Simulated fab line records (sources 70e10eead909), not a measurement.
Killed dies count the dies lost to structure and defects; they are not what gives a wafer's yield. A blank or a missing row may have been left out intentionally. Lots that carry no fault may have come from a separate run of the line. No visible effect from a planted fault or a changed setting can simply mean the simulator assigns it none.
fab line records | flow nand_harc
[record] lots = 12 wafers = 36 last_day = 24
route steps=1159 shown A_M0@1009 A_M1@1031 END@1159
lots with no fault: from the same line, run without faults
start_h: start of the lot's first displayed wafer, in hours after the record's first day | wait_h: how many hours have passed since the lot's step before this one | " repeats the value in the row above | L1.1+2: a row that stands for several wafers | - value missing, or start not given | * or withheld: withheld | < > ~ a bound
route shown NAME@n: NAME is a module with steps in the file, n the number in the route of the first one | usual: mean/standard deviation of fault-free wafers | same: alike in all rows | chamber/n: place in a boat | sites: each site's reading | _std_site: standard deviation across them | _edge_site: mean of outer sites minus mean of inner sites | radius_mm: how far each site lies from the wafer's centre | mask NAME#n: copy n | behind: the most recent tool/chamber to have shaped the wafer | hold: reason for holding the lot/hours on hold/outcome of the hold | device: whichever transistor did not switch (one of n, p or np) | end of line: tests of these same wafers at the route's end | step lacking rows: just its recipe | killed: the dies lost at the first sort to structure and to defects; this is not the yield of the wafer | map: dies across one wafer; x = killed, . = not, _ = none there
set.NAME: the setting the step ran with; set.NAME@STEP: the setting that earlier step ran with | model.NAME: the simulator's own value behind a step, which no gauge read
one table for each step of the route and one row for each wafer, over a sample of lots
services: when a tool's chamber went out of use (start_h, in hours from the record's first day, below 0 if earlier), for how many hours, and the reason
[[steps]]
[step NHARC_A_M0_ETCH_15]
[recipe] target_depth_a = 1500 overetch_a = 150 time_s = 82.5 c4f8_flow_sccm = withheld ar_flow_sccm = 400 rf_w = 600 bias_w = 300 chemistry = C4F8/Ar
[usual] oes_product_au = 0.951/0.021 rf_vpp_V = 441.1/2.3
// columns lot.wafer tool chamber start_h wait_h oes_product_au rf_hours_counter_h rf_vpp_V
L737.2 rie_diel-06 2 - - 0.931 14 441.4
L737.5 " 3 " " 0.976 - 440.8
L737.6 " 0 " " 0.915 - 437.4
L739.3 rie_diel-06 0 - - 0.925 14 437.9
L739.4 " 1 " " 0.917 14 441.1
L739.2 " 2 " " 0.922 14 442.3
L743.3 rie_diel-06 1 - - 0.974 1 440.3
L743.2 " 0 " " 0.957 1 438.6
L743.5 " 1 " " 0.969 - 439.4
L742.2 rie_diel-06 3 - - 0.960 1 440.0
L742.1 " 0 " " 0.983 1 438.9
L742.6 " 2 " " 0.965 - 441.2
L745.2 rie_diel-07 2 - - 0.958 4 442.5
L745.3 " 3 " " 0.947 4 442.5
L745.4 " 3 " " 0.951 - 440.7
L747.2 rie_diel-13 2 - - 0.970 0 437.6
L747.3 " 0 " " 0.972 0 438.9
L747.5 " 3 " " 0.951 - 443.3
L749.2 rie_diel-13 1 - - 0.947 3 441.1
L749.3 " 3 " " 0.945 2 444.0
L749.5 " 0 " " 0.942 - 441.0
L756.3 rie_diel-13 3 - - 0.986 5 443.9
L756.2 " 0 " " 0.968 5 441.2
L756.6 " 0 " " 0.962 - 441.5
L754.4 rie_diel-07 1 - - 0.925 10 445.0
L754.1 " 3 " " 0.922 10 441.5
L754.2 " 0 " " 0.966 7 439.6
L758.2 rie_diel-07 3 - - 0.979 10 442.6
L758.3 " 1 " " 0.967 10 444.6
L758.6 " 2 " " 0.966 - 441.5
L759.1 rie_diel-07 0 - - 0.962 8 438.3
L759.4 " 1 " " 0.917 11 445.0
L759.2 " 2 " " 0.923 10 440.8
L757.1 rie_diel-13 1 - - 0.916 6 440.5
L757.2 " 3 " " 0.927 5 445.3
L757.5 " 1 " " 0.920 - 441.5
[step NHARC_A_M0_ANNEAL_30]
[recipe] temp_c = 225 time_s = 90
[usual] wafer_temp_C_max = 225.82/0.23
// columns lot.wafer tool chamber start_h wait_h wafer_temp_C_max
L737.2 rtp_anneal-02 0 413.13 - 225.62
L737.5 " 0 " " 226.45
L737.6 " 0 " " 225.68
L739.2 rtp_anneal-02 0 415.11 - 225.43
L739.3 " 0 " " 225.39
L739.4 " 0 " " 225.47
L743.2 rtp_anneal-02 0 438.82 - 225.98
L743.3 " 0 " " 225.79
L743.5 " 0 " " 225.53
L742.1 rtp_anneal-01 0 439.26 0.3 225.94
L742.2 " 0 " " 225.57
L742.6 " 0 " " 226.46
L745.2 rtp_anneal-02 0 455.33 - 225.83
L745.3 " 0 " " 225.96
L745.4 " 0 " " 225.90
L747.2 rtp_anneal-01 0 466.44 0.3 225.83
L747.3 " 0 " " 225.79
L747.5 " 0 " " 225.65
L749.2 rtp_anneal-02 0 490.17 0.4 225.74
L749.3 " 0 " " 225.66
L749.5 " 0 " " 225.55
L756.2 rtp_anneal-02 0 525.78 - 225.73
L756.3 " 0 " " 225.80
L756.6 " 0 " " 225.77
L754.1 rtp_anneal-02 0 526.35 - 225.60
L754.2 " 0 " " 225.79
L754.4 " 0 " " 225.63
L758.2 rtp_anneal-01 0 537.35 0.4 225.69
L758.3 " 0 " " 225.97
L758.6 " 0 " " 225.72
L759.1 rtp_anneal-01 0 537.94 0.3 225.70
L759.2 " 0 " " 226.04
L759.4 " 0 " " 225.88
L757.1 rtp_anneal-02 0 538.21 0.3 225.59
L757.2 " 0 " " 226.04
L757.5 " 0 " " 225.65
[step NHARC_A_M1_SOFTBAKE_04]
[recipe] temp_c = 105 time_s = 55
[usual] heater_power_total_W = 188.44/0.12
// columns lot.wafer tool chamber start_h wait_h heater_power_total_W
L737.2 litho_track-04 0 417 - 188.30
L737.5 " 0 " " 188.58
L737.6 " 0 " " 188.24
L739.2 litho_track-06 0 417 - 188.31
L739.3 " 0 " " 188.38
L739.4 " 0 " " 188.27
L743.2 litho_track-04 0 440 - 188.50
L743.3 " 0 " " 188.46
L743.5 " 0 " " 188.32
L742.1 litho_track-01 0 441 - 188.31
L742.2 " 0 " " 188.39
L742.6 " 0 " " 188.67
L745.2 litho_track-01 0 457 - 188.42
L745.3 " 0 " " 188.40
L745.4 " 0 " " 188.32
L747.2 litho_track-04 0 468 - 188.44
L747.3 " 0 " " 188.33
L747.5 " 0 " " 188.40
L749.2 litho_track-01 0 491 - 222.79
L749.3 " 0 " " 222.73
L749.5 " 0 " " 222.99
L756.2 litho_track-04 0 528 - 188.39
L756.3 " 0 " " 188.51
L756.6 " 0 " " 188.46
L754.1 litho_track-01 0 529 - 222.80
L754.2 " 0 " " 222.89
L754.4 " 0 " " 223.15
L758.2 litho_track-04 0 539 - 188.55
L758.3 " 0 " " 188.26
L758.6 " 0 " " 188.46
L759.1 litho_track-04 0 539 - 188.43
L759.2 " 0 " " 188.41
L759.4 " 0 " " 188.46
L757.1 litho_track-06 0 540 - 188.60
L757.2 " 0 " " 188.36
L757.5 " 0 " " 188.69
[step NHARC_A_M1_CD_MEAS_09]
[recipe] target_cd_nm = 120 landing_energy_ev = 500
[usual] cd_nm = 120.0/0.52
// columns lot.wafer tool chamber start_h wait_h cd_nm
L737.2 cd_sem-03 0 417.62 - 120.5
L737.5 " 0 " " 119.8
L737.6 " 0 " " 119.8
L739.2 cd_sem-01 0 417.77 - 120.3
L739.3 " 0 " " 120.3
L739.4 " 0 " " 120.1
L743.2 cd_sem-01 0 441.27 - 120.2
L743.3 " 0 " " 120.4
L743.5 " 0 " " 120.2
L742.1 cd_sem-02 0 441.94 - 119.0
L742.2 " 0 " " 118.6
L742.6 " 0 " " 119.3
L745.2 cd_sem-01 0 457.97 - 120.3
L745.3 " 0 " " 120.5
L745.4 " 0 " " 120.8
L747.2 cd_sem-01 0 468.49 - 119.9
L747.3 " 0 " " 119.4
L747.5 " 0 " " 119.0
L749.2 cd_sem-03 0 492.18 - 118.0
L749.3 " 0 " " 117.9
L749.5 " 0 " " 118.7
L756.2 cd_sem-01 0 528.92 - 119.6
L756.3 " 0 " " 119.7
L756.6 " 0 " " 119.9
L754.1 cd_sem-01 0 529.62 - 117.5
L754.2 " 0 " " 117.3
L754.4 " 0 " " 117.7
L758.2 cd_sem-01 0 539.52 - 120.1
L758.3 " 0 " " 119.8
L758.6 " 0 " " 120.6
L759.1 cd_sem-02 0 540.44 - 119.9
L759.2 " 0 " " 119.0
L759.4 " 0 " " 119.8
L757.1 cd_sem-01 0 540.47 - 120.2
L757.2 " 0 " " 119.6
L757.5 " 0 " " 120.4
[step NHARC_A_M1_OVL_MEAS_10]
[recipe] pitch_nm = 240
[usual] overlay_x_nm = -0.1/0.79 overlay_y_nm = -0.1/0.86
// columns lot.wafer tool chamber start_h wait_h overlay_x_nm overlay_y_nm
L737.2 overlay-02 - 417.70 - 1.3 -1.1
L737.5 " - " " 0.8 -0.7
L737.6 " - " " 1.0 -0.8
L739.2 overlay-02 - 417.86 - -0.3 -0.1
L739.3 " - " " -0.6 -0.1
L739.4 " - " " -1.4 -0.8
L743.2 overlay-02 - 441.36 - -0.3 1.5
L743.3 " - " " -0.5 1.2
L743.5 " - " " -0.1 1.8
L742.1 overlay-02 - 442.03 - 0.5 0.3
L742.2 " - " " 0.4 -0.4
L742.6 " - " " 0.2 0.2
L745.2 overlay-01 - 458.06 - -0.9 1.1
L745.3 " - " " -0.6 1.0
L745.4 " - " " -0.7 1.7
L747.2 overlay-02 - 468.58 - -1.0 0.5
L747.3 " - " " -1.0 0.4
L747.5 " - " " -1.3 0.8
L749.2 overlay-01 - 492.27 - -0.1 -0.1
L749.3 " - " " -0.5 0.2
L749.5 " - " " -0.2 -0.6
L756.2 overlay-02 - 529.01 - -0.3 0.2
L756.3 " - " " -0.6 -0.2
L756.6 " - " " -0.3 0.0
L754.1 overlay-02 - 529.71 - -0.4 1.0
L754.2 " - " " -0.2 0.7
L754.4 " - " " 0.1 0.8
L758.2 overlay-02 - 539.61 - 0.4 0.6
L758.3 " - " " 0.7 1.0
L758.6 " - " " 0.4 0.7
L759.1 overlay-01 - 540.53 - 1.0 -0.5
L759.2 " - " " 0.7 -0.6
L759.4 " - " " 0.5 -0.4
L757.1 overlay-02 - 540.57 - -0.2 0.1
L757.2 " - " " -0.6 -0.3
L757.5 " - " " -1.0 0.3
[step NHARC_END_SORT_01]
[recipe] temp_c = 25
[usual] defect_limited_yield = 95.0/1.7 killed_at_array = 29/12 killed_at_other = 0.7/1 killed_at_periphery = 4/3.2 killed_dies = 34/12 killed_open = 3.4/2 killed_short = 1.8/1.3 sort_bin_2_pct = 1.6/0.7 sort_bin_3_pct = 0.26/0.23 sort_bin_4_pct = 3.1/1.1 sort_n_pass = 643/12 sort_rim_yield_pct = 96.4/2.6 sort_yield_pct = 95.0/1.7
[same] gross_dies = 677 sort_bin_5_pct[%] = 0 sort_bin_6_pct[%] = 0 sort_bin_7_pct[%] = 0 sort_bin_8_pct[%] = 0 sort_rim_n_gross = 106.00
// columns lot.wafer tool chamber start_h wait_h defect_limited_yield[%] killed_at_array killed_at_other killed_at_periphery killed_dies killed_open killed_short sort_bin_2_pct[%] sort_bin_3_pct[%] sort_bin_4_pct[%] sort_n_pass sort_rim_yield_pct[%] sort_yield_pct[%]
L742.2 prober-02 0 481.13 2.8 94.1 35 0 5 40 5 2 1.6 0 4.3 637 98.1 94.1
L749.2 prober-02 0 530.92 2.8 93.9 38 0 3 41 2 3 1.9 0.30 3.8 636 92.5 93.9
L749.3 prober-02 0 531.72 3.1 94.2 35 1 3 39 3 1 2.7 0.30 2.8 638 91.5 94.2
L749.5 prober-02 0 533.32 3.7 93.4 44 0 1 45 3 4 1.8 0.59 4.3 632 94.3 93.4
// killed by level:class
L742.2 A_SLIT:chamber_film_flake=18 A_CHANNEL_HOLE_D1:chamber_film_flake=5 P_STI:chamber_film_flake=3 A_CONTACT:geometric_particle:open=2 A_BONDPAD:chamber_film_flake=2 A_ONON_D1:geometric_particle:short=1 A_CHANNEL_HOLE_D1:geometric_particle:open=1 A_CHANNEL_FILL_D1:geometric_particle:short=1
L749.2 A_SLIT:chamber_film_flake=15 A_CHANNEL_HOLE_D1:chamber_film_flake=14 A_STAIRCASE:chamber_film_flake=3 A_M1:chamber_film_flake=2 P_M0:geometric_particle:short=1 A_CHANNEL_FILL_D1:geometric_particle:open=1 A_STAIRCASE:geometric_particle:short=1 A_SGD_CUT:geometric_particle:short=1
L749.3 A_SLIT:chamber_film_flake=16 A_CHANNEL_HOLE_D1:chamber_film_flake=14 A_STAIRCASE:chamber_film_flake=2 P_CONTACT:geometric_particle:open=1 P_M0:geometric_particle:open=1 A_ONON_D1:geometric_particle:open=1 A_WL_FILL:geometric_particle:short=1 P_GATE:chamber_film_flake=1
L749.5 A_SLIT:chamber_film_flake=16 A_CHANNEL_HOLE_D1:chamber_film_flake=12 A_M1:chamber_film_flake=4 A_STAIRCASE:chamber_film_flake=3 A_WL_FILL:geometric_particle:short=2 A_CONTACT:geometric_particle:open=2 A_CONTACT:chamber_film_flake=2 P_M0:geometric_particle:short=1
[[services]]
// columns tool chamber start_h hours kind
rie_diel-06 0 397.34 - clean
rie_diel-06 1 397.34 - clean
rie_diel-06 2 397.34 - clean
rie_diel-06 3 397.34 - clean
rie_diel-07 - 405.20 9.0 pm
rie_diel-07 0 405.20 9.0 vent_cycle
rie_diel-07 1 405.20 9.0 vent_cycle
rie_diel-07 2 405.20 9.0 vent_cycle
rie_diel-07 3 405.20 9.0 vent_cycle
rie_diel-13 0 407.60 - clean
rie_diel-13 1 407.60 - clean
rie_diel-13 2 407.60 - clean
rie_diel-13 3 407.60 - clean
rie_diel-07 0 414.20 - clean
rie_diel-07 1 414.20 - clean
rie_diel-06 - 418.20 9.0 pm
rie_diel-07 0 432.15 26.6 repair
litho_track-01 - 443.01 7.0 pm
rie_diel-13 - 445.81 0.5 repair
rie_diel-13 - 453.00 9.0 pm
litho_track-06 - 467.00 7.0 pm
rie_diel-07 - 478.60 0.2 repair
litho_track-04 - 491.00 7.0 pm
rie_diel-07 2 496.16 5.7 repair
[[key]]
[first_sign] step = NHARC_A_M1_SOFTBAKE_04 reading = heater_power_total_W direction = up sigmas = 99+ usual = * struck = *
[effect] step = NHARC_A_M1_CD_MEAS_09 reading = cd_nm direction = down sigmas = 4.2 usual = 120.0 struck = 117.9
met_at NHARC_A_M1_SOFTBAKE_04
struck_lots L749,L754
not_acting_at NHARC_A_M0_ETCH_15,NHARC_A_M0_ANNEAL_30,NHARC_A_M1_OVL_MEAS_10
onset_between 457 491
[fault] kind = process_parameter_drift tool = litho_track-01 chamber = - onset_h = 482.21 steps = NHARC_A_M1_SOFTBAKE_04 channel = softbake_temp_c offset = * shape = step end_h = 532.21 acts_in = * stated = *
